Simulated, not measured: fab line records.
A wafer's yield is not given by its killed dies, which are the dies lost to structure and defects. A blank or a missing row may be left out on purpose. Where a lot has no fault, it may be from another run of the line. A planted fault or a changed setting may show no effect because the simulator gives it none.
Matching of chambers | flow n5 finfet | 4 sister chambers for N5_FIN_SAQP_SPACER2_ETCHBACK_29 on rie diel-06
The step etches SiO2 in CHF3/O2, target depth 12.2 nm, time 6.1 s. 22 wafers are shown with their chamber, then 11 later ones without.

== EACH WAFER AND ITS CHAMBER ==
wafer  | chamber | drypump motor current A (A) | showerhead plenum p Torr (Torr) | rf vpp V (V)
L074.2 | 3       | 5.6                         | 2.39                            | 513
L074.4 | 2       | 4.6                         | 2.44                            | 536
L074.6 | 3       | 5.6                         | 2.39                            | 512
L075.2 | 1       | 5.3                         | 2.31                            | 515
L075.5 | 2       | 4.6                         | 2.44                            | 537
L075.6 | 3       | 5.6                         | 2.39                            | 514
L078.1 | 2       | 4.6                         | 2.44                            | 538
L078.2 | 0       | 5.5                         | 2.47                            | 525
L078.6 | 1       | 5.3                         | 2.31                            | 512
L080.1 | 1       | 5.3                         | 2.31                            | 511
L080.3 | 2       | 4.6                         | 2.44                            | 537
L080.4 | 0       | 5.4                         | 2.46                            | 525
L081.3 | 1       | 5.3                         | 2.31                            | 514
L081.5 | 0       | 5.5                         | 2.46                            | 525
L081.6 | 3       | 5.6                         | 2.38                            | 513
L084.2 | 0       | 5.4                         | 2.46                            | 525
L084.5 | 2       | 4.6                         | 2.44                            | 538
L084.6 | 1       | 5.3                         | 2.30                            | 512
L085.1 | 1       | 5.3                         | 2.30                            | 513
L085.3 | 2       | 4.6                         | 2.44                            | 538
L085.6 | 3       | 5.6                         | 2.38                            | 512
L089.3 | 3       | 5.6                         | 2.38                            | 513

SIGNATURES, as means of the wafers listed above
reading                  | chamber 0 | chamber 1 | chamber 2 | chamber 3 | scatter within a chamber
drypump motor current A  | 5.450     | 5.300     | 4.600     | 5.600     | 0.0236
showerhead plenum p Torr | 2.4625    | 2.3067    | 2.4400    | 2.3850    | 0.00446
rf vpp V                 | 525.00    | 512.83    | 537.33    | 512.83    | 0.972
Rule: a wafer's distance from a chamber is the root of the sum, over the readings, of the square of ((its reading less the chamber's mean) divided by the reading's scatter). The wafer belongs to the nearest chamber; if the next one is less than 2 further off, it can't be placed. The scatter is the square root of a quotient: the sum, over the shown wafers, of each reading's squared deviation from its chamber's mean, divided by wafers minus chambers.

== WAFERS WHOSE CHAMBER IS MISSING ==
wafer  | drypump motor current A (A) | showerhead plenum p Torr (Torr) | rf vpp V (V)
L089.4 | 5.3                         | 2.30                            | 513
L089.6 | 5.4                         | 2.46                            | 526
L093.3 | 5.3                         | 2.30                            | 513
L093.4 | 5.4                         | 2.45                            | 525
L093.6 | 5.4                         | 2.45                            | 524
L095.3 | 4.6                         | 2.43                            | 536
L095.5 | 5.3                         | 2.29                            | 514
L095.6 | 4.6                         | 2.43                            | 538
L097.4 | 4.6                         | 2.43                            | 537
L097.5 | 4.6                         | 2.43                            | 537
L097.6 | 5.3                         | 2.29                            | 510

== WHICH CHAMBER EACH WENT THROUGH ==
wafer  | from the rows above | in truth
L089.4 | 1                   | 1
L089.6 | 0                   | 0
L093.3 | 1                   | 1
L093.4 | 0                   | 0
L093.6 | 0                   | 0
L095.3 | 2                   | 2
L095.5 | 1                   | 1
L095.6 | 2                   | 2
L097.4 | 2                   | 2
L097.5 | 2                   | 2
L097.6 | 1                   | 1
Placed correctly: 11 of 11. Number that these rows cannot place: 0. Number placed wrongly: 0.
